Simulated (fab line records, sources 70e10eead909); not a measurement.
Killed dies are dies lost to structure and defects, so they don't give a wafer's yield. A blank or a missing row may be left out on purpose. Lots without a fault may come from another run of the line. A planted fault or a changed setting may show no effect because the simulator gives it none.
fab line records | flow nand_harc | part 1 of 2: steps 1 to 3 of 6
record lots=24 wafers=72 last_day=34
route steps=1302 shown A_CHANNEL_HOLE_D1@471 A_ONON_D2@563
lots that met no fault: from a run of the same line without faults
start_h: hours from the record's first day to the start of the lot's first wafer shown | wait_h: hours since the lot's step before | " the same as in the row above | L1.1+2: a row that stands for several wafers | - no value, or no start given | * or withheld: withheld | < > ~ a bound
route shown NAME@n: a module of which the file shows steps, and the number in the route of the first | usual: mean/standard deviation of fault-free wafers | same: alike in all rows | chamber/n: place in a boat | sites: the reading at each site | _std_site: their standard deviation | _edge_site: outer sites' mean less inner sites' | radius_mm: how far each site lies from the wafer's centre | mask NAME#n: copy n | behind: the tool/chamber that last shaped the wafer | hold: why the lot was held/for how many hours/how that ended | device: the transistor (n, p or np) that didn't switch | end of line: the same wafers' tests at the end of the route | a step without rows: its recipe alone | killed: dies lost to structure and defects at the first sort, not the wafer's yield | map: a wafer's dies, x killed, . not, _ none there
set.NAME: the setting as run; set.NAME@STEP: as run at that earlier step | model.NAME: the simulator's own value behind a step, which no gauge read
steps of the route over a sample of lots; a table a step, a row a wafer
services: from which hour (start_h, from the record's first day; less than 0 if before it) a tool's chamber was out of use, for how many hours, and why
## steps
# step NHARC_A_CHANNEL_HOLE_D1_ETCH_19
# recipe bias_v=1200 source_w=2500 pressure_mtorr=15 time_s=34.5 ar_flow_sccm=375 c4f8_flow_sccm=28.8 o2_flow_sccm=96.2 temp_c=-20 target_depth_a=* chemistry=C4F8/O2/Ar
# usual drypump_motor_current_A=6.1/0.52 o2_flow_sccm=96.25/0.28 showerhead_plenum_p_Torr=3.72/0.13 temp_c=-20.01/0.1 throttle_valve_pct=37.037/0.0083
# columns lot.wafer tool chamber start_h wait_h drypump_motor_current_A o2_flow_sccm rf_hours_counter_h showerhead_plenum_p_Torr temp_c throttle_valve_pct
L074.2 har_etch-01 0 182.26 0.1 6.2 96.26 91 3.78 -20.06 37.038
L074.3 " 1 " " 5.3 96.43 - 3.78 -19.88 37.047
L074.5 " 1 " " 5.3 96.29 - 3.78 -19.90 37.027
L075.1 har_etch-02 0 191.98 1.7 6.7 96.36 287 3.66 -19.99 37.034
L075.2 " 1 " " 6.2 96.09 303 3.44 -19.95 37.054
L075.4 " 0 " " 6.7 95.81 - 3.66 -20.07 37.028
L077.2 har_etch-02 1 204.19 0.1 6.2 95.90 311 3.44 -20.12 37.033
L077.5 " 0 " " 6.8 96.22 - 3.65 -19.99 37.056
L077.6 " 1 " " 6.2 96.59 - 3.44 -20.04 37.027
L076.1 har_etch-01 1 207.50 3.2 5.3 95.78 106 3.77 -20.02 37.042
L076.2 " 0 " " 6.2 96.33 106 3.77 -20.06 37.039
L076.6 " 1 " " 5.3 96.40 - 3.77 -19.90 37.043
L078.2 har_etch-02 0 221.59 0.1 6.7 96.25 299 3.65 -20.05 37.043
L078.3 " 1 " " 6.2 96.21 - 3.43 -20.08 37.035
L078.6 " 1 " " 6.2 95.82 - 3.43 -19.91 37.042
L079.1 har_etch-02 1 232.64 2.3 6.2 96.01 323 3.43 -20.03 37.027
L079.3 " 1 " " 6.2 95.99 - 3.43 -20.06 37.040
L079.6 " 0 " " 6.8 96.56 - 3.65 -19.94 37.022
L080.2 har_etch-01 1 245.04 0.1 5.3 95.67 121 3.76 -20.03 37.038
L080.3 " 1 " " 5.3 95.90 - 3.76 -20.06 37.041
L080.5 " 1 " " 5.4 96.00 - 3.76 -19.99 37.047
L082.2 har_etch-02 0 260.11 0.1 6.7 96.62 - 3.64 -20.02 37.050
L082.3 " 0 " " 6.8 96.22 - 3.64 -19.95 37.049
L082.4 " 0 " " 6.8 96.52 - 3.64 -20.08 37.034
L081.3 har_etch-01 1 262.76 1.0 5.3 96.57 - 3.75 -19.83 37.036
L081.5 " 1 " " 5.3 95.97 - 3.75 -20.04 37.026
L081.6 " 0 " " 6.2 96.41 - 3.75 -20.05 37.043
L083.2 har_etch-01 1 275.30 1.9 5.3 95.64 148 3.74 -20.17 37.028
L083.6 " 1 " " 5.3 95.63 - 3.74 -20.05 37.043
L083.5 " 0 " " 6.2 96.56 - 3.74 -20.02 37.058
L084.1 har_etch-02 0 280.01 0.1 6.8 96.47 341 3.63 -20.03 37.024
L084.2 " 1 " " 6.2 96.25 341 3.99 -19.90 37.035
L084.4 " 0 " " 6.7 96.51 - 3.63 -19.94 37.041
L085.1 har_etch-01 0 294.53 0.9 6.2 96.37 159 3.74 -19.97 37.058
L085.3 " 0 " " 6.2 96.40 - 3.74 -19.93 37.030
L085.6 " 1 " " 5.3 96.28 - 3.74 -19.77 37.045
L087.3 har_etch-02 0 311.72 0.1 6.7 96.52 - 3.62 -20.37 37.031
L087.4 " 1 " " 6.2 96.77 - 3.98 -20.04 37.047
L087.6 " 0 " " 6.8 96.06 - 3.62 -20.02 37.041
L086.1 har_etch-01 0 313.80 0.1 6.2 95.87 167 3.73 -19.92 37.040
L086.5 " 0 " " 6.2 96.28 - 3.73 -19.92 37.035
L086.6 " 1 " " 5.4 96.97 - 3.73 -19.94 37.042
L088.3 har_etch-01 0 322.19 0.1 6.2 96.84 - 3.73 -20.09 37.049
L088.6 " 1 " " 5.3 96.33 - 3.73 -20.02 37.033
L088.5 " 0 " " 6.2 96.84 - 3.73 -20.05 37.021
L089.4 har_etch-01 1 339.05 1.3 5.3 96.59 - 3.72 -19.94 37.031
L089.3 " 0 " " 6.2 96.14 - 3.72 -20.11 37.047
L089.6 " 0 " " 6.2 96.50 - 3.72 -20.05 37.050
L090.2 har_etch-01 0 346.51 0.1 6.2 96.06 186 3.72 -19.99 37.042
L090.4 " 0 " " 6.2 96.16 - 3.72 -20.00 37.044
L090.5 " 1 " " 5.3 96.33 - 3.72 -20.05 37.037
L091.1 har_etch-02 0 346.74 0.1 6.7 96.30 379 3.61 -20.02 37.025
L091.2 " 1 " " 6.2 96.33 380 3.96 -20.15 37.033
L091.3 " 1 " " 6.2 96.57 - 3.96 -20.19 37.025
L092.4 har_etch-01 0 356.13 0.1 6.2 96.40 - 3.72 -20.12 37.026
L092.6 " 0 " " 6.2 96.10 - 3.72 -20.08 37.033
L092.5 " 1 " " 5.3 96.30 - 3.72 -20.13 37.043
L093.1 har_etch-01 1 373.33 0.1 5.3 96.14 202 3.71 -19.86 37.035
L093.4 " 0 " " 6.2 96.18 - 3.71 -20.00 37.032
L093.3 " 1 " " 5.4 96.54 - 3.71 -19.95 37.043
L094.2 har_etch-02 1 374.49 0.1 6.2 96.22 395 3.95 -20.06 37.027
L094.1 " 0 " " 6.7 95.90 394 3.60 -20.05 37.041
L094.3 " 0 " " 6.7 96.18 - 3.60 -19.90 37.041
L095.4 har_etch-01 0 393.54 4.9 6.2 96.03 - 3.71 -20.14 37.043
L095.5 " 1 " " 5.3 96.91 - 3.71 -19.95 37.038
L095.6 " 0 " " 6.2 96.09 - 3.71 -20.06 37.040
L096.2 har_etch-01 1 416.69 0.1 5.4 96.57 228 3.70 -20.21 37.040
L096.3 " 0 " " 6.2 95.97 - 3.70 -20.03 37.029
L096.6 " 0 " " 6.2 96.09 - 3.70 -19.86 37.027
L097.2 har_etch-02 1 417.73 0.1 6.2 95.94 15 3.94 -19.85 37.048
L097.3 " 0 " " 6.7 96.39 - 3.98 -20.20 37.049
L097.5 " 1 " " 6.2 95.91 - 3.94 -19.79 37.043
# step NHARC_A_CHANNEL_HOLE_D1_ETCH_20
# recipe bias_v=3000 source_w=withheld pressure_mtorr=20 time_s=361.9 ar_flow_sccm=375 c4f8_flow_sccm=89.3 o2_flow_sccm=35.7 temp_c=-20 target_depth_a=16000 chemistry=C4F8/O2/Ar
# usual drypump_motor_current_A=6.1/0.52 o2_flow_sccm=35.68/0.098 showerhead_plenum_p_Torr=3.67/0.12 temp_c=-20.01/0.12 throttle_valve_pct=32.154/0.0089
# columns lot.wafer tool chamber start_h wait_h drypump_motor_current_A o2_flow_sccm rf_hours_counter_h showerhead_plenum_p_Torr temp_c throttle_valve_pct
L074.2 har_etch-01 0 182.41 0.1 6.2 35.61 91 3.73 -19.75 32.145
L074.3 " 1 " " 5.3 35.60 - 3.73 -20.17 32.152
L074.5 " 1 " " 5.3 35.51 - 3.73 -20.09 32.163
L075.1 har_etch-02 0 192.09 0.1 6.8 35.66 288 3.62 -20.04 32.145
L075.2 " 1 " " 6.2 35.76 303 3.41 -19.92 32.144
L075.4 " 0 " " 6.7 35.84 - 3.62 -20.30 32.128
L077.2 har_etch-02 1 204.33 0.1 6.2 35.72 311 3.41 -20.04 32.135
L077.5 " 0 " " 6.7 35.62 - 3.61 -19.89 32.148
L077.6 " 1 " " 6.2 35.78 - 3.41 -19.95 32.155
L076.1 har_etch-01 1 207.62 0.1 5.3 35.69 106 3.72 -20.04 32.148
L076.2 " 0 " " 6.2 35.70 106 3.72 -20.17 32.164
L076.6 " 1 " " 5.4 35.60 - 3.72 -20.05 32.159
L078.2 har_etch-02 0 221.70 0.1 6.7 35.61 299 3.61 -20.04 32.143
L078.3 " 1 " " 6.2 35.48 - 3.40 -20.08 32.145
L078.6 " 1 " " 6.2 35.67 - 3.40 -20.03 32.159
L079.1 har_etch-02 1 232.78 0.1 6.2 35.81 323 3.40 -20.00 32.167
L079.3 " 1 " " 6.2 35.75 - 3.40 -20.03 32.163
L079.6 " 0 " " 6.8 35.72 - 3.61 -20.19 32.148
L080.2 har_etch-01 1 245.18 0.1 5.3 35.69 121 3.71 -19.93 32.155
L080.3 " 1 " " 5.3 35.69 - 3.71 -20.00 32.150
L080.5 " 1 " " 5.3 35.57 - 3.71 -20.12 32.164
L082.2 har_etch-02 0 260.40 0.3 6.7 35.67 - 3.60 -20.05 32.165
L082.3 " 0 " " 6.7 35.75 - 3.60 -20.15 32.160
L082.4 " 0 " " 6.7 35.64 - 3.60 -20.09 32.145
L081.3 har_etch-01 1 262.94 0.2 5.3 35.84 - 3.71 -19.91 32.160
L081.5 " 1 " " 5.3 35.78 - 3.71 -20.11 32.146
L081.6 " 0 " " 6.2 35.69 - 3.71 -20.08 32.147
L083.2 har_etch-01 1 275.41 0.1 5.3 35.80 148 3.70 -19.98 32.152
L083.6 " 1 " " 5.4 35.75 - 3.70 -20.08 32.139
L083.5 " 0 " " 6.2 35.85 - 3.70 -19.75 32.155
L084.1 har_etch-02 0 280.12 0.1 6.7 35.75 341 3.59 -20.00 32.148
L084.2 " 1 " " 6.2 35.56 341 3.93 -19.79 32.151
L084.4 " 0 " " 6.7 35.66 - 3.59 -20.08 32.172
L085.1 har_etch-01 0 294.64 0.1 6.2 35.69 159 3.69 -20.08 32.152
L085.3 " 0 " " 6.2 35.67 - 3.69 -20.21 32.154
L085.6 " 1 " " 5.4 35.69 - 3.69 -20.01 32.154
L087.3 har_etch-02 0 311.90 0.2 6.7 35.57 - 3.58 -20.06 32.167
L087.4 " 1 " " 6.2 35.59 - 3.92 -19.87 32.166
L087.6 " 0 " " 6.7 35.47 - 3.58 -19.77 32.163
L086.1 har_etch-01 0 313.91 0.1 6.2 35.59 167 3.69 -19.89 32.154
L086.5 " 0 " " 6.2 35.56 - 3.69 -20.05 32.163
L086.6 " 1 " " 5.3 35.62 - 3.69 -20.17 32.161
L088.3 har_etch-01 0 322.41 0.2 6.2 35.79 - 3.68 -19.96 32.149
L088.6 " 1 " " 5.3 35.63 - 3.69 -19.92 32.146
L088.5 " 0 " " 6.2 35.81 - 3.69 -19.80 32.133
L089.4 har_etch-01 1 339.23 0.2 5.4 35.68 - 3.68 -20.09 32.154
L089.3 " 0 " " 6.2 35.64 - 3.68 -20.12 32.157
L089.6 " 0 " " 6.2 35.81 - 3.68 -20.07 32.160
L090.2 har_etch-01 0 346.66 0.1 6.2 35.73 187 3.68 -19.99 32.170
L090.4 " 0 " " 6.2 35.74 - 3.68 -19.78 32.154
L090.5 " 1 " " 5.3 35.77 - 3.68 -20.03 32.152
L091.1 har_etch-02 0 346.86 0.1 6.7 35.57 379 3.57 -20.05 32.149
L091.2 " 1 " " 6.2 35.79 380 3.91 -20.01 32.165
L091.3 " 1 " " 6.2 35.73 - 3.91 -20.09 32.160
L092.4 har_etch-01 0 356.31 0.2 6.2 35.70 - 3.68 -19.97 32.158
L092.6 " 0 " " 6.2 35.78 - 3.68 -19.94 32.164
L092.5 " 1 " " 5.4 35.65 - 3.68 -19.86 32.154
L093.1 har_etch-01 1 373.48 0.1 5.3 35.61 202 3.67 -20.14 32.152
L093.4 " 0 " " 6.2 35.71 - 3.67 -19.80 32.145
L093.3 " 1 " " 5.4 35.70 - 3.67 -20.22 32.164
L094.2 har_etch-02 1 374.60 0.1 6.2 35.42 395 3.90 -20.02 32.146
L094.1 " 0 " " 6.8 35.70 395 3.56 -19.98 32.149
L094.3 " 0 " " 6.7 35.74 - 3.56 -20.14 32.146
L095.4 har_etch-01 0 393.75 0.2 6.2 35.53 - 3.66 -20.11 32.139
L095.5 " 1 " " 5.3 35.78 - 3.66 -20.07 32.161
L095.6 " 0 " " 6.2 35.48 - 3.66 -20.09 32.150
L096.2 har_etch-01 1 416.83 0.1 5.3 35.66 228 3.66 -20.07 32.161
L096.3 " 0 " " 6.2 35.50 - 3.66 -20.02 32.154
L096.6 " 0 " " 6.2 35.59 - 3.66 -20.09 32.156
L097.2 har_etch-02 1 417.88 0.1 6.2 35.74 15 3.89 -19.82 32.134
L097.3 " 0 " " 6.7 35.65 - 3.92 -20.00 32.154
L097.5 " 1 " " 6.2 35.69 - 3.89 -19.99 32.151
# step NHARC_A_CHANNEL_HOLE_D1_ETCH_22
# recipe bias_v=3000 source_w=withheld pressure_mtorr=20 time_s=666.7 ar_flow_sccm=375 c4f8_flow_sccm=89.3 o2_flow_sccm=35.7 temp_c=-20 target_depth_a=16000 chemistry=C4F8/O2/Ar
# usual drypump_motor_current_A=6.1/0.52 o2_flow_sccm=35.70/0.11 showerhead_plenum_p_Torr=3.67/0.12 temp_c=-19.99/0.11 throttle_valve_pct=32.155/0.0086
# columns lot.wafer tool chamber start_h wait_h drypump_motor_current_A o2_flow_sccm rf_hours_counter_h showerhead_plenum_p_Torr temp_c throttle_valve_pct
L074.2 har_etch-01 0 183.20 0.4 6.2 35.66 92 3.73 -19.94 32.149
L074.3 " 1 " " 5.3 35.69 - 3.73 -19.95 32.146
L074.5 " 1 " " 5.3 35.61 - 3.73 -20.08 32.169
L075.1 har_etch-02 0 192.85 0.4 6.8 35.88 288 3.62 -20.04 32.153
L075.2 " 1 " " 6.2 35.70 304 3.41 -19.92 32.159
L075.4 " 0 " " 6.7 35.85 - 3.62 -20.00 32.153
L077.2 har_etch-02 1 205.12 0.4 6.2 35.68 312 3.41 -20.03 32.156
L077.5 " 0 " " 6.7 35.48 - 3.61 -20.03 32.161
L077.6 " 1 " " 6.2 35.73 - 3.41 -19.97 32.148
L076.1 har_etch-01 1 208.37 0.4 5.4 35.76 107 3.72 -19.93 32.165
L076.2 " 0 " " 6.2 35.85 107 3.72 -20.07 32.161
L076.6 " 1 " " 5.3 35.73 - 3.72 -20.00 32.154
L078.2 har_etch-02 0 222.45 0.4 6.7 35.62 300 3.61 -19.97 32.148
L078.3 " 1 " " 6.2 35.43 - 3.40 -20.06 32.153
L078.6 " 1 " " 6.2 35.58 - 3.40 -20.18 32.162
L079.1 har_etch-02 1 233.58 0.4 6.2 35.72 323 3.40 -20.24 32.163
L079.3 " 1 " " 6.2 35.77 - 3.40 -20.04 32.163
L079.6 " 0 " " 6.7 35.72 - 3.61 -20.02 32.153
L080.2 har_etch-01 1 245.98 0.4 5.3 35.63 122 3.71 -20.07 32.133
L080.3 " 1 " " 5.3 35.69 - 3.71 -20.12 32.149
L080.5 " 1 " " 5.3 35.70 - 3.71 -20.01 32.168
L082.2 har_etch-02 0 261.99 0.8 6.8 35.56 - 3.60 -19.88 32.143
L082.3 " 0 " " 6.7 35.53 - 3.60 -19.90 32.160
L082.4 " 0 " " 6.8 35.59 - 3.60 -20.09 32.165
L081.3 har_etch-01 1 263.79 0.4 5.4 35.69 - 3.71 -20.12 32.161
L081.5 " 1 " " 5.4 35.68 - 3.71 -19.86 32.158
L081.6 " 0 " " 6.2 35.68 - 3.71 -20.09 32.153
L083.2 har_etch-01 1 276.17 0.4 5.3 35.58 149 3.70 -20.12 32.176
L083.6 " 1 " " 5.3 35.56 - 3.70 -19.85 32.151
L083.5 " 0 " " 6.2 35.77 - 3.70 -19.90 32.148
L084.1 har_etch-02 0 280.87 0.4 6.8 35.59 342 3.59 -20.04 32.154
L084.2 " 1 " " 6.2 35.63 342 3.93 -20.05 32.150
L084.4 " 0 " " 6.7 35.59 - 3.59 -20.00 32.139
L085.1 har_etch-01 0 295.39 0.4 6.2 35.73 160 3.69 -20.12 32.156
L085.3 " 0 " " 6.2 35.91 - 3.69 -20.02 32.151
L085.6 " 1 " " 5.4 35.80 - 3.69 -20.07 32.152
L087.3 har_etch-02 0 312.74 0.4 6.8 35.77 - 3.58 -19.88 32.160
L087.4 " 1 " " 6.2 35.77 - 3.92 -20.04 32.150
L087.6 " 0 " " 6.8 35.70 - 3.58 -19.78 32.164
L086.1 har_etch-01 0 314.68 0.4 6.2 35.84 168 3.69 -19.96 32.171
L086.5 " 0 " " 6.2 35.79 - 3.69 -19.99 32.160
L086.6 " 1 " " 5.3 35.65 - 3.69 -20.00 32.154
L088.3 har_etch-01 0 323.29 0.4 6.2 35.64 - 3.68 -19.83 32.150
L088.6 " 1 " " 5.4 35.54 - 3.68 -19.86 32.166
L088.5 " 0 " " 6.2 35.67 - 3.69 -19.89 32.162
L089.4 har_etch-01 1 340.07 0.4 5.3 35.74 - 3.68 -19.85 32.151
L089.3 " 0 " " 6.2 35.67 - 3.68 -20.10 32.145
L089.6 " 0 " " 6.2 35.64 - 3.68 -19.98 32.153
L090.2 har_etch-01 0 347.46 0.4 6.2 35.60 187 3.68 -19.90 32.175
L090.4 " 0 " " 6.2 35.74 - 3.68 -19.93 32.149
L090.5 " 1 " " 5.3 35.68 - 3.68 -20.20 32.138
L091.1 har_etch-02 0 347.62 0.4 6.7 35.60 380 3.57 -20.00 32.138
L091.2 " 1 " " 6.2 35.93 380 3.91 -19.91 32.151
L091.3 " 1 " " 6.2 35.83 - 3.91 -20.01 32.159
L092.4 har_etch-01 0 357.16 0.4 6.2 35.77 - 3.68 -19.89 32.134
L092.6 " 0 " " 6.2 35.73 - 3.68 -19.90 32.158
L092.5 " 1 " " 5.3 35.53 - 3.68 -19.90 32.165
L093.1 har_etch-01 1 374.28 0.4 5.3 35.75 203 3.67 -19.98 32.161
L093.4 " 0 " " 6.2 35.45 - 3.67 -19.98 32.150
L093.3 " 1 " " 5.3 35.64 - 3.67 -20.06 32.163
L094.2 har_etch-02 1 375.36 0.4 6.2 35.76 396 3.90 -19.97 32.158
L094.1 " 0 " " 6.7 35.57 395 3.56 -19.97 32.158
L094.3 " 0 " " 6.7 35.47 - 3.56 -19.94 32.166
L095.4 har_etch-01 0 394.63 0.4 6.2 35.61 - 3.66 -20.23 32.155
L095.5 " 1 " " 5.3 35.68 - 3.66 -20.20 32.151
L095.6 " 0 " " 6.2 35.49 - 3.66 -20.07 32.155
L096.2 har_etch-01 1 417.63 0.4 5.3 35.89 229 3.66 -19.82 32.146
L096.3 " 0 " " 6.2 35.65 - 3.66 -19.96 32.158
L096.6 " 0 " " 6.2 35.72 - 3.66 -19.79 32.145
L097.2 har_etch-02 1 418.68 0.4 6.2 35.85 16 3.89 -19.89 32.169
L097.3 " 0 " " 6.7 35.73 - 3.92 -19.85 32.160
L097.5 " 1 " " 6.2 35.70 - 3.89 -20.03 32.145
